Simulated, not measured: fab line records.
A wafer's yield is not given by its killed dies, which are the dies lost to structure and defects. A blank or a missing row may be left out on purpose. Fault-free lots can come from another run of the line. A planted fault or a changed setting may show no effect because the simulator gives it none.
fab line records || flow n5Finfet
record {"lots": 3, "wafers": 8, "lastDay": 17}
route steps=1938 shown SD_EPI_P@328 SD_ACTIVATION@330 ILD0@335 SDB@347 MOL_CONTACT_COAG@558 BEOL_M4@1111 PASSIVATION@1936
lots that met no fault: taken from a fault-free run of the same line
startH: hours from the record's first day to the start of the lot's first wafer shown || waitH: hours from the lot's prior step to this one || " the same as in the row above || L1.1+2: a row that stands for several wafers || - no value present, or no start provided || * or withheld: withheld || < > ~ a bound
route shown NAME@n: names a module that has steps shown in the file, with the first one's number in the route || usual: mean/standard deviation taken from wafers without a fault || same: alike in all rows || chamber/n: place in a boat || sites: per-site readings || _std_site: standard deviation of those values || _edge_site: the outer-site mean with the inner-site mean subtracted || radiusMm: how far each site lies from the wafer's centre || mask NAME#n: copy n || behind: the tool/chamber that last shaped the wafer || hold: reason for holding the lot/hours on hold/outcome of the hold || device: transistor that didn't switch, given as n, p or np || end of line: at the end of the route, the tests of the same wafers || a step with no rows: only its recipe || killed: count of dies lost to structure and defects at first sort (not the wafer's yield) || map: shows each die of a wafer: x if killed, . if not, _ if none is there
set.NAME: setting as actually run; set.NAME@STEP: the setting as run at that earlier step || model.NAME: the simulator's own value behind a step, which no gauge read
certain route steps with their lots: each step a table, each wafer a row
services: from which hour (startH, from the record's first day; less than 0 if before it) a tool's chamber was out of use, for how many hours, and why
## steps
# step N5_SD_EPI_P_SRD_25
# recipe {"timeS": 30, "tempC": 23, "rinseLiquid": "diw", "dry": "ipaMarangoni"}
# step N5_SD_ACTIVATION_RTA_00
# recipe {"tempC": 975, "timeS": 0, "ambient": "N2", "idleTempC": 600, "rampUpCPerS": 150, "rampDownCPerS": 60, "coolToC": 600}
# step N5_SD_ACTIVATION_LSA_01
# recipe {"tempC": 1080, "timeS": 0.0008, "ambient": "N2"}
# step N5_ILD0_LINER_00
# recipe {"material": "SiNx", "targetThkA": 40, "tempC": 400, "aldPrecursorFamily": "SiH2I2", "aldCoReactant": "N2/H2-plasma", "pulseTimeS": 1, "purgeTimeS": 2, "coReactantPurgeTimeS": 2, "aldCycles": 80, "pressureTorr": 2}
# step N5_ILD0_FCVD_FILL_01
# recipe {"material": "SiO2_flowable", "targetThkA": 2000, "tempC": 100, "pressureTorr": 0.8, "rfW": 2000, "timeS": 328.3}
# step N5_ILD0_CURE_02
# recipe {"tempC": 450, "timeS": 1800, "ambient": "steam", "idleTempC": 400, "rampUpCPerMin": 5, "rampDownCPerMin": 3, "densificationPH2oTorr": 640}
# step N5_ILD0_CMP_03
# recipe {"stopOn": "SiNx", "tOverpolishS": 1.9, "postCmpClean": "alkalineBrush", "downForcePsi": 4.1491, "platenRpm": 51.796, "padVelocityMS": 1.0306, "targetThkNm": 197.38}
# step N5_ILD0_CMP_07
# recipe {"stopOn": "poly-Si", "material": "SiO2_flowable", "tOverpolishS": 1.18, "postCmpClean": "alkalineBrush", "downForcePsi": 4.1491, "platenRpm": 51.796, "padVelocityMS": 1.0306, "targetThkNm": 138.88}
# usual {"motorCurrentA": "12.6/1.3", "slurryFlowMlMin": "150.0/0.49"}
# same {"tOverpolishS": 1.18}
{"lot.wafer": "L366.1", "tool": "cmp-02", "chamber": 0, "startH": 119.74, "waitH": 0.1, "motorCurrentA": 12.7, "slurryFlowMlMin": 150.5, "model.SiO2_flowable_of_ILD0_FCVD_FILL_01.thkNm": 140, "model.a-Si_of_DUMMY_GATE_CVD_03.thkNm": 70}
{"lot.wafer": "L366.5", "tool": "cmp-02", "chamber": 2, "startH": 119.74, "waitH": 0.1, "motorCurrentA": 10.9, "slurryFlowMlMin": 149.9, "model.SiO2_flowable_of_ILD0_FCVD_FILL_01.thkNm": 140.8, "model.a-Si_of_DUMMY_GATE_CVD_03.thkNm": 71.2}
{"lot.wafer": "L375.4", "tool": "cmp-03", "chamber": 2, "startH": 179.46, "waitH": 0.0, "motorCurrentA": 13.0, "slurryFlowMlMin": 149.9, "model.SiO2_flowable_of_ILD0_FCVD_FILL_01.thkNm": 138, "model.a-Si_of_DUMMY_GATE_CVD_03.thkNm": 68.2}
{"lot.wafer": "L375.2", "tool": "cmp-03", "chamber": 3, "startH": 179.46, "waitH": 0.0, "motorCurrentA": 13.6, "slurryFlowMlMin": 149.3, "model.SiO2_flowable_of_ILD0_FCVD_FILL_01.thkNm": 140.4, "model.a-Si_of_DUMMY_GATE_CVD_03.thkNm": 69.2}
{"lot.wafer": "L375.5", "tool": "cmp-03", "chamber": 2, "startH": 179.46, "waitH": 0.0, "motorCurrentA": 12.3, "slurryFlowMlMin": 150.8, "model.SiO2_flowable_of_ILD0_FCVD_FILL_01.thkNm": 139.4, "model.a-Si_of_DUMMY_GATE_CVD_03.thkNm": 68.6}
{"lot.wafer": "L379.4", "tool": "cmp-02", "chamber": 1, "startH": 207.50, "waitH": 0.1, "motorCurrentA": 15.3, "slurryFlowMlMin": 149.6, "model.SiO2_flowable_of_ILD0_FCVD_FILL_01.thkNm": 137.2, "model.a-Si_of_DUMMY_GATE_CVD_03.thkNm": 70}
{"lot.wafer": "L379.6", "tool": "cmp-02", "chamber": 2, "startH": 207.50, "waitH": 0.1, "motorCurrentA": 10.7, "slurryFlowMlMin": 150.0, "model.SiO2_flowable_of_ILD0_FCVD_FILL_01.thkNm": 139.4, "model.a-Si_of_DUMMY_GATE_CVD_03.thkNm": 69.8}
{"lot.wafer": "L379.5", "tool": "cmp-02", "chamber": 3, "startH": 207.50, "waitH": 0.1, "motorCurrentA": 10.9, "slurryFlowMlMin": 150.1, "model.SiO2_flowable_of_ILD0_FCVD_FILL_01.thkNm": 139.8, "model.a-Si_of_DUMMY_GATE_CVD_03.thkNm": 68.8}
# step N5_ILD0_THK_MEAS_08
# usual {"thkNm": "139.0/0.76"}
{"lot.wafer": "L366.1", "tool": "filmMetro-01", "chamber": "-", "startH": 119.96, "waitH": "-", "thkNm": 141.0}
{"lot.wafer": "L366.5", "tool": "filmMetro-01", "chamber": "-", "startH": 119.96, "waitH": "-", "thkNm": 141.7}
{"lot.wafer": "L375.2", "tool": "filmMetro-02", "chamber": "-", "startH": 179.75, "waitH": "-", "thkNm": 140.6}
{"lot.wafer": "L375.4", "tool": "filmMetro-02", "chamber": "-", "startH": 179.75, "waitH": "-", "thkNm": 138.0}
{"lot.wafer": "L375.5", "tool": "filmMetro-02", "chamber": "-", "startH": 179.75, "waitH": "-", "thkNm": 139.4}
{"lot.wafer": "L379.4", "tool": "filmMetro-02", "chamber": "-", "startH": 207.68, "waitH": "-", "thkNm": 137.4}
{"lot.wafer": "L379.5", "tool": "filmMetro-02", "chamber": "-", "startH": 207.68, "waitH": "-", "thkNm": 140.1}
{"lot.wafer": "L379.6", "tool": "filmMetro-02", "chamber": "-", "startH": 207.68, "waitH": "-", "thkNm": 139.5}
# step N5_ILD0_PRECLEAN_10
# recipe {"chemistry": "NF3:NH3", "afsCycles": 5, "timeS": 20, "tempC": 30, "sublimationTempC": 180, "sublimationTimeS": 60, "pressureTorr": 3, "rfPowerW": 30}
# step N5_ILD0_ALD_15
# recipe {"material": "SiNx", "targetThkA": 240, "tempC": 400, "aldPrecursorFamily": "SiH2I2", "aldCoReactant": "N2/H2-plasma", "pulseTimeS": 1, "aldCycles": 480, "purgeTimeS": 2, "coReactantPurgeTimeS": 2, "pressureTorr": 2}
# step N5_ILD0_CMP_12
# recipe {"stopOn": "poly-Si", "material": "SiNx", "tOverpolishS": 6, "postCmpClean": "alkalineBrush", "downForcePsi": 2.5, "platenRpm": 51.8, "padVelocityMS": 1.0307, "targetThkNm": 17.67}
# step N5_SDB_HM_DEP_00
# recipe {"material": "SiNx", "targetThkA": 400, "tempC": 400, "precursor": "SiH4/NH3/N2", "pressureTorr": 1.5, "rfW": 300, "timeS": 35.3}
# step N5_SDB_COAT_03
# recipe {"resist": "SOC", "tempC": 250, "timeS": 60, "spinRpm": 1500, "resistThkNm": 100}
# step N5_SDB_COAT_04
# recipe {"resist": "SiARC", "tempC": 220, "timeS": 60, "spinRpm": 1500, "resistThkNm": 18}
# step N5_SDB_COAT_05
# recipe {"resist": "CAR-ArF", "spinRpm": 1500, "resistThkNm": 90}
# step N5_SDB_EBR_07
# recipe {"solvent": "PGMEA", "ebrWidthMm": 1.5}
# step N5_SDB_SOFTBAKE_06
# recipe {"tempC": 110, "timeS": 60, "resist": "CAR-ArF"}
# step N5_SDB_EXPOSE_08
# recipe {"maskId": "SDB", "na": 1.35, "sourceShape": "conventional", "sigmaOuter": 0.5, "polarization": "unpolarized", "doseMj": 49.6}
# step N5_SDB_PEB_09
# recipe {"pebTempC": "withheld", "pebTimeS": 60, "resist": "CAR-ArF"}
# step N5_SDB_DEVELOP_10
# recipe {"developTimeS": 30, "developer": "TMAH", "resist": "CAR-ArF", "rinseLiquid": "diw", "dry": "airSpin", "devTempC": 23}
# step N5_SDB_DESCUM_16
# recipe {"chemistry": "O2", "timeS": 7.9, "sourcePowerW": 50, "biasPowerW": 20, "pressureMtorr": 20, "rfFrequencyHz": 2.712e+07, "tempC": 40, "resist": "CAR-ArF", "o2FlowSccm": 225}
# step N5_SDB_ETCH_17
# recipe {"chemistry": "CF4", "target": "SiARC", "targetDepthA": 234, "maskMaterial": "CAR-ArF", "timeS": 39, "ionEnergyEv": 80, "pressureMtorr": 40, "sourceW": 545, "biasW": 36, "Ar_flow_sccm": 100, "cf4FlowSccm": 100, "ends": "cleared"}
# step N5_SDB_ETCH_18
# recipe {"chemistry": "N2/H2", "target": "SOC", "targetDepthA": 1000, "overetchA": 200, "maskMaterial": "SiARC", "tempC": 40, "timeS": 150, "ionEnergyEv": 200, "pressureMtorr": 30, "sourceW": 840, "biasW": 150, "n2FlowSccm": 200, "h2FlowSccm": 200}
# step N5_SDB_STRIP_19
# recipe {"chemistry": "N2/H2", "tempC": 40, "n2FlowSccm": 200, "h2FlowSccm": 200, "rfFrequencyHz": 6e+07}
# step N5_SDB_STRIP_21
# recipe {"chemistry": "CF4", "resist": "SiARC", "powerW": 300, "biasPowerW": 75, "pressureMtorr": 50, "cf4FlowSccm": 150, "rfFrequencyHz": 6e+07}
# step N5_SDB_HM_OPEN_20
# recipe {"chemistry": "CH3F/O2", "target": "SiNx", "maskMaterial": "SOC", "targetDepthA": 240, "stopOn": "poly-Si", "overEtchFrac": 0.4, "ionEnergyEv": 120, "pressureMtorr": 30, "sourceW": 395, "biasW": 73, "Ar_flow_sccm": 150, "CH3F_flow_sccm": 30, "O2_flow_sccm": 20}
# step N5_SDB_STRIP_22
# recipe {"chemistry": "N2/H2", "powerW": 1000, "tempC": 250, "h2Frac": 0.65, "overashFraction": 0.3, "pressureMtorr": "withheld", "n2FlowSccm": 1750, "h2FlowSccm": 3250}
# step N5_SDB_PRECLEAN_23
# recipe {"chemistry": "dHF", "timeS": 30, "tempC": 25, "dilution": "withheld"}
# step N5_SDB_DUMMY_REMOVE_24
# recipe {"chemistry": "TMAH", "tempC": 70, "target": "poly-Si", "stopOn": "SiO2", "targetDepthNm": 142, "concWtPct": 5, "timeS": 57, "dry": "ipaMarangoni", "rinseTimeS": 30, "rinseTempC": 23}
# step N5_SDB_ETCH_25
# recipe {"chemistry": "C4F6/O2", "target": "SiO2", "targetDepthA": 100, "timeS": 3.3, "ionEnergyEv": 250, "maskMaterial": "SiNx", "pressureMtorr": 30, "sourceW": 345, "biasW": 185, "Ar_flow_sccm": 300, "C4F6_flow_sccm": 10, "O2_flow_sccm": 10}
# step N5_SDB_CUT_ETCH_26
# recipe {"chemistry": "HBr/Cl2/O2", "target": "Si", "targetDepthA": 1296, "btTimeS": 20, "maskMaterial": "SiNx", "timeS": 51.8, "ionEnergyEv": "*", "biasW": "*", "pressureMtorr": 10, "icpW": 800, "HBr_flow_sccm": 150, "Cl2_flow_sccm": 80, "O2_flow_sccm": 12}
# step N5_SDB_CMP_30
# recipe {"stopOn": "poly-Si", "tOverpolishS": 1.54, "postCmpClean": "alkalineBrush", "downForcePsi": 4.1491, "platenRpm": 51.796, "padVelocityMS": 1.0306, "targetThkNm": 30}
# usual {"motorCurrentA": "12.6/0.89", "overpolishRunS": "1.540/0.0087", "slurryFlowMlMin": "150.0/0.5", "timeToEndpointS": "17.4/1.7"}
# same {"tOverpolishS": 1.54}
{"lot.wafer": "L366.1", "tool": "cmp-04", "chamber": 0, "startH": 127.75, "waitH": 1.5, "motorCurrentA": 12.5, "overpolishRunS": 1.542, "slurryFlowMlMin": 149.9, "timeToEndpointS": 14.6, "model.a-Si_of_DUMMY_GATE_CVD_03.thkNm": 65.4}
{"lot.wafer": "L366.5", "tool": "cmp-04", "chamber": 2, "startH": 127.75, "waitH": 1.5, "motorCurrentA": 12.3, "overpolishRunS": 1.530, "slurryFlowMlMin": 151.0, "timeToEndpointS": 16.4, "model.a-Si_of_DUMMY_GATE_CVD_03.thkNm": 66.6}
{"lot.wafer": "L375.4", "tool": "cmp-03", "chamber": 0, "startH": 186.98, "waitH": 1.4, "motorCurrentA": 12.0, "overpolishRunS": 1.541, "slurryFlowMlMin": 150.0, "timeToEndpointS": 18.2, "model.a-Si_of_DUMMY_GATE_CVD_03.thkNm": 63.6}
{"lot.wafer": "L375.2", "tool": "cmp-03", "chamber": 3, "startH": 186.98, "waitH": 1.4, "motorCurrentA": 13.3, "overpolishRunS": 1.547, "slurryFlowMlMin": 150.3, "timeToEndpointS": 19.5, "model.a-Si_of_DUMMY_GATE_CVD_03.thkNm": 64.4}
{"lot.wafer": "L375.5", "tool": "cmp-03", "chamber": 0, "startH": 186.98, "waitH": 1.4, "motorCurrentA": 11.4, "overpolishRunS": 1.532, "slurryFlowMlMin": 149.9, "timeToEndpointS": 18.8, "model.a-Si_of_DUMMY_GATE_CVD_03.thkNm": 63.8}
{"lot.wafer": "L379.4", "tool": "cmp-04", "chamber": 0, "startH": 215.51, "waitH": 1.5, "motorCurrentA": 12.5, "overpolishRunS": 1.547, "slurryFlowMlMin": 149.9, "timeToEndpointS": 14.8, "model.a-Si_of_DUMMY_GATE_CVD_03.thkNm": 65.2}
{"lot.wafer": "L379.6", "tool": "cmp-04", "chamber": 1, "startH": 215.51, "waitH": 1.5, "motorCurrentA": 12.3, "overpolishRunS": 1.563, "slurryFlowMlMin": 149.7, "timeToEndpointS": 13.9, "model.a-Si_of_DUMMY_GATE_CVD_03.thkNm": 65.2}
{"lot.wafer": "L379.5", "tool": "cmp-04", "chamber": 2, "startH": 215.51, "waitH": 1.5, "motorCurrentA": 12.0, "overpolishRunS": 1.522, "slurryFlowMlMin": 150.2, "timeToEndpointS": 18.2, "model.a-Si_of_DUMMY_GATE_CVD_03.thkNm": 64.2}
# step N5_MOL_CONTACT_COAG_WET_ETCH_116
# recipe {"chemistry": "SC1-inhibited", "targetDepthNm": 4.6, "dry": "ipaMarangoni", "rinseTimeS": 30, "rinseTempC": 23}
{"lot.wafer": "L366.1", "tool": "wetBench-03", "chamber": 5, "startH": 151.27, "waitH": 0.0, "model.SiO2_flowable_of_ILD0_FCVD_FILL_01.thkNm": 113}
{"lot.wafer": "L366.5", "tool": "wetBench-03", "chamber": 6, "startH": 151.27, "waitH": 0.0, "model.SiO2_flowable_of_ILD0_FCVD_FILL_01.thkNm": 113.4}
{"lot.wafer": "L375.2", "tool": "wetBench-05", "chamber": 6, "startH": 212.00, "waitH": 0.0, "model.SiO2_flowable_of_ILD0_FCVD_FILL_01.thkNm": 113.2}
{"lot.wafer": "L375.4", "tool": "wetBench-05", "chamber": 3, "startH": 212.00, "waitH": 0.0, "model.SiO2_flowable_of_ILD0_FCVD_FILL_01.thkNm": 111.2}
{"lot.wafer": "L375.5", "tool": "wetBench-05", "chamber": 4, "startH": 212.00, "waitH": 0.0, "model.SiO2_flowable_of_ILD0_FCVD_FILL_01.thkNm": 112.4}
{"lot.wafer": "L379.4", "tool": "wetBench-05", "chamber": 6, "startH": 243.12, "waitH": 0.0, "model.SiO2_flowable_of_ILD0_FCVD_FILL_01.thkNm": 110.6}
{"lot.wafer": "L379.5", "tool": "wetBench-05", "chamber": 1, "startH": 243.12, "waitH": 0.0, "model.SiO2_flowable_of_ILD0_FCVD_FILL_01.thkNm": 112.8}
{"lot.wafer": "L379.6", "tool": "wetBench-05", "chamber": 4, "startH": 243.12, "waitH": 0.0, "model.SiO2_flowable_of_ILD0_FCVD_FILL_01.thkNm": 112.4}
# step N5_BEOL_M4_RC_MEAS_101
# usual {"DIBL_N": "36.4/1.3", "DIBL_P": "36.5/1.7", "IOFF_N": "0.154/0.022", "IOFF_P": "0.202/0.025", "ION_N": "671/9.8", "ION_P": "460/6.8", "SS_N": "71.6/0.54", "SS_P": "73.4/0.58", "VT_N": "250.9/2.8", "VT_P": "-251.4/2.7"}
{"lot.wafer": "L366.1", "tool": "prober-01", "chamber": 0, "startH": 220.71, "waitH": 0.0, "DIBL_N[mV/V]": 35.5, "DIBL_P[mV/V]": 34.0, "IOFF_N[nA/um]": 0.128, "IOFF_P[nA/um]": 0.193, "ION_N[uA/um]": 665, "ION_P[uA/um]": 465, "SS_N[mV/dec]": 71.0, "SS_P[mV/dec]": 72.4, "VT_N[mV]": 253.5, "VT_P[mV]": -250.1}
{"lot.wafer": "L366.5", "tool": "prober-01", "chamber": 0, "startH": 220.71, "waitH": 0.0, "DIBL_N[mV/V]": 35.0, "DIBL_P[mV/V]": 33.7, "IOFF_N[nA/um]": 0.125, "IOFF_P[nA/um]": 0.180, "ION_N[uA/um]": 675, "ION_P[uA/um]": 466, "SS_N[mV/dec]": 70.8, "SS_P[mV/dec]": 72.0, "VT_N[mV]": 253.2, "VT_P[mV]": -252.8}
{"lot.wafer": "L375.2", "tool": "prober-01", "chamber": 0, "startH": 282.76, "waitH": 0.2, "DIBL_N[mV/V]": 35.4, "DIBL_P[mV/V]": 35.1, "IOFF_N[nA/um]": 0.130, "IOFF_P[nA/um]": 0.238, "ION_N[uA/um]": 659, "ION_P[uA/um]": 465, "SS_N[mV/dec]": 71.1, "SS_P[mV/dec]": 73.4, "VT_N[mV]": 252.3, "VT_P[mV]": -246.2}
{"lot.wafer": "L375.4", "tool": "prober-01", "chamber": 0, "startH": 282.76, "waitH": 0.2, "DIBL_N[mV/V]": 36.8, "DIBL_P[mV/V]": 36.0, "IOFF_N[nA/um]": 0.153, "IOFF_P[nA/um]": 0.235, "ION_N[uA/um]": 660, "ION_P[uA/um]": 459, "SS_N[mV/dec]": 71.4, "SS_P[mV/dec]": 73.9, "VT_N[mV]": 254.5, "VT_P[mV]": -247.9}
{"lot.wafer": "L375.5", "tool": "prober-01", "chamber": 0, "startH": 282.76, "waitH": 0.2, "DIBL_N[mV/V]": 35.5, "DIBL_P[mV/V]": 34.1, "IOFF_N[nA/um]": 0.123, "IOFF_P[nA/um]": 0.204, "ION_N[uA/um]": 652, "ION_P[uA/um]": 460, "SS_N[mV/dec]": 70.8, "SS_P[mV/dec]": 73.4, "VT_N[mV]": 254.2, "VT_P[mV]": -250.5}
{"lot.wafer": "L379.4", "tool": "prober-01", "chamber": 0, "startH": 306.06, "waitH": 0.5, "DIBL_N[mV/V]": 36.5, "DIBL_P[mV/V]": 37.8, "IOFF_N[nA/um]": 0.169, "IOFF_P[nA/um]": 0.209, "ION_N[uA/um]": 689, "ION_P[uA/um]": 468, "SS_N[mV/dec]": 71.7, "SS_P[mV/dec]": 74.0, "VT_N[mV]": 248.4, "VT_P[mV]": -249.1}
{"lot.wafer": "L379.5", "tool": "prober-01", "chamber": 0, "startH": 306.06, "waitH": 0.5, "DIBL_N[mV/V]": 34.7, "DIBL_P[mV/V]": 35.4, "IOFF_N[nA/um]": 0.129, "IOFF_P[nA/um]": 0.166, "ION_N[uA/um]": 667, "ION_P[uA/um]": 451, "SS_N[mV/dec]": 71.6, "SS_P[mV/dec]": 73.0, "VT_N[mV]": 252.9, "VT_P[mV]": -251.2}
{"lot.wafer": "L379.6", "tool": "prober-01", "chamber": 0, "startH": 306.06, "waitH": 0.5, "DIBL_N[mV/V]": 36.7, "DIBL_P[mV/V]": 38.3, "IOFF_N[nA/um]": 0.172, "IOFF_P[nA/um]": 0.206, "ION_N[uA/um]": 689, "ION_P[uA/um]": 462, "SS_N[mV/dec]": 72.6, "SS_P[mV/dec]": 72.5, "VT_N[mV]": 248.4, "VT_P[mV]": -251.7}
# step N5_PASSIVATION_PROBE_49
# usual {"defectLimitedYield": "91.1/1.3", "killed_at_M0_to_M3": "34/10", "killed_at_M4_up": "14/5.7", "killedAtContacts": "12/5.9", "killedAtFrontEnd": "41/12", "killedAtOther": "4/3.1", "killedDies": "105/15", "killedOpen": "69/11", "killedShort": "35/7.8", "sort_bin_5_function": "5.3/0.81", "sort_bin_6_memory": "3.3/0.75", "sortNPass": "1075/15", "sortYieldPct": "91.1/1.3"}
# same {"grossDies": 1180, "killedAtBackSide": 0, "sort_bin_4_leakage[%]": 0, "sort_bin_8_speed[%]": 0}
{"lot.wafer": "L366.1", "tool": "prober-02", "chamber": "-", "startH": 336.14, "waitH": 0.0, "defectLimitedYield[%]": 89.2, "killed_at_M0_to_M3": 39, "killed_at_M4_up": 4, "killedAtContacts": 9, "killedAtFrontEnd": 66, "killedAtOther": 9, "killedDies": 127, "killedOpen": 83, "killedShort": 44, "sort_bin_5_function[%]": 5.9, "sort_bin_6_memory[%]": 4.2, "sortNPass": 1053, "sortYieldPct[%]": 89.2}
{"lot.wafer": "L366.5", "tool": "prober-02", "chamber": "-", "startH": 336.34, "waitH": 0.2, "defectLimitedYield[%]": 90.8, "killed_at_M0_to_M3": 23, "killed_at_M4_up": 13, "killedAtContacts": 11, "killedAtFrontEnd": 57, "killedAtOther": 5, "killedDies": 109, "killedOpen": 66, "killedShort": 42, "sort_bin_5_function[%]": 6.8, "sort_bin_6_memory[%]": 1.9, "sortNPass": 1071, "sortYieldPct[%]": 90.8}
# killed by level:class
L366.1 FIN_SAQP:geometricParticle:short=20 FIN_SAQP:geometricParticle:open=17 BEOL_M1:geometricParticle:open=13 STI_FIN_REVEAL:geometricParticle:open=10 MOL_CONTACT_COAG:geometricParticle:open=8 BEOL_M3:geometricParticle:open=6 GATE_CUT:geometricParticle:open=4 BEOL_M0_SAQP:geometricParticle:open=4
L366.5 FIN_SAQP:geometricParticle:short=12 FIN_SAQP:geometricParticle:open=10 STI_FIN_REVEAL:geometricParticle:open=9 MOL_CONTACT_COAG:geometricParticle:open=9 STI_FIN_REVEAL:geometricParticle:short=6 BEOL_M1:geometricParticle:open=6 GATE_CUT:geometricParticle:short=5 BEOL_M2:geometricParticle:open=4
## services
{"tool": "cmp-03", "chamber": "-", "startH": 124.34, "hours": 7.2, "kind": "pm"}
{"tool": "wetBench-03", "chamber": "-", "startH": 127.29, "hours": 1.1, "kind": "repair"}
{"tool": "cmp-02", "chamber": "-", "startH": 134.51, "hours": 5.8, "kind": "pm"}
{"tool": "cmp-02", "chamber": "-", "startH": 141.38, "hours": 4.0, "kind": "pm"}
{"tool": "cmp-02", "chamber": "-", "startH": 145.38, "hours": "-", "kind": "consumableReplace:conditioner"}
{"tool": "cmp-02", "chamber": "-", "startH": 145.38, "hours": "-", "kind": "consumableReplace:pad"}
{"tool": "wetBench-05", "chamber": "-", "startH": 148.14, "hours": 1.9, "kind": "pm"}
{"tool": "wetBench-05", "chamber": "-", "startH": 165.64, "hours": 5.0, "kind": "repair"}
{"tool": "cmp-02", "chamber": "-", "startH": 201.67, "hours": 0.3, "kind": "repair"}
{"tool": "cmp-03", "chamber": "-", "startH": 211.96, "hours": 4.0, "kind": "pm"}
{"tool": "cmp-03", "chamber": "-", "startH": 215.96, "hours": "-", "kind": "consumableReplace:conditioner"}
{"tool": "cmp-03", "chamber": "-", "startH": 215.96, "hours": "-", "kind": "consumableReplace:pad"}
{"tool": "cmp-04", "chamber": "-", "startH": 225.68, "hours": 4.9, "kind": "pm"}
{"tool": "cmp-03", "chamber": "-", "startH": 239.57, "hours": 5.5, "kind": "pm"}
## key
firstSign {"step": "N5_ILD0_THK_MEAS_08", "reading": "thkNm", "direction": "up", "sigmas": 3, "usual": "*", "struck": "*"}
effect none on later readings
modelEffect {"step": "N5_ILD0_CMP_07", "value": "SiO2_flowable_of_ILD0_FCVD_FILL_01.thkNm", "without": 138.9, "struck": 140.4}
modelEffect {"step": "N5_SDB_CMP_30", "value": "a-Si_of_DUMMY_GATE_CVD_03.thkNm", "without": 64.4, "struck": 66}
modelEffect {"step": "N5_MOL_CONTACT_COAG_WET_ETCH_116", "value": "SiO2_flowable_of_ILD0_FCVD_FILL_01.thkNm", "without": 112, "struck": 113.2}
metAt N5_ILD0_CMP_07
struckWafers L366.1,L366.5
fault {"kind": "processParameterDrift", "tool": "cmp-02", "chamber": "-", "onsetH": 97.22, "steps": "N5_ILD0_CMP_07", "channel": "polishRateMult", "offset": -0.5, "shape": "step", "endH": 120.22, "scope": "struckWafersOnly"}
